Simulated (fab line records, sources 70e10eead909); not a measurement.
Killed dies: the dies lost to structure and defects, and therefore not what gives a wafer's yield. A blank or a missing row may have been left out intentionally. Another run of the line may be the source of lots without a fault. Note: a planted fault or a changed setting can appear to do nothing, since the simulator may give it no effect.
Matching of chambers	flow nand-harc	NHARC_A_SGD_CUT_CMP_21 on cmp-04 has 4 sister chambers
The step polishes, target thk 148.19 nm. 8 wafers are shown with their chamber, then 10 later ones without.

== WAFERS WITH THEIR CHAMBER ==
wafer	chamber	motor-current-A (A)	time-to-endpoint-s (s)
L081.1	1	12.2	51
L085.2	2	9.4	52
L085.5	3	11.9	56
L087.1	0	11.7	55
L087.4	2	9.4	52
L087.5	1	12.5	53
L089.1	0	11.2	58
L089.2	3	11.7	53

== WAFERS WHOSE CHAMBER IS MISSING ==
wafer	motor-current-A (A)	time-to-endpoint-s (s)
L089.5	9.8	55
L091.1	11.2	54
L091.4	12.6	55
L091.6	12.3	50
L095.2	12.3	52
L095.4	12.2	55
L095.5	12.3	55
L097.2	11.5	52
L097.3	9.5	52
L097.5	12.2	50

== THE CHAMBER EACH PASSED THROUGH ==
wafer	from the rows above	in truth
L089.5	2	2
L091.1	can't be placed: 0 or 3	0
L091.4	can't be placed: 1 or 3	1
L091.6	1	1
L095.2	1	1
L095.4	can't be placed: 3 or 1 or 0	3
L095.5	can't be placed: 1 or 3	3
L097.2	can't be placed: 3 or 0 or 1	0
L097.3	2	2
L097.5	can't be placed: 1 or 3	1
Placed correctly: 4 of 10. Cannot be placed on the basis of these rows: 6; the candidates contain the true chamber in 6. Number placed wrongly: 0.
How it was worked out, from the rows above alone: a wafer's distance from a chamber is the root of the sum, over the readings, of the square of ((its reading less the chamber's mean) divided by the reading's scatter). If the next closest chamber is less than 2 further off than the closest, the wafer can't be placed; otherwise it belongs to the closest. Each chamber's mean is taken over the wafers shown for it. The scatter: take each reading less its chamber's mean, square it, sum over the shown wafers, divide by the number of wafers less the number of chambers, and take the root.
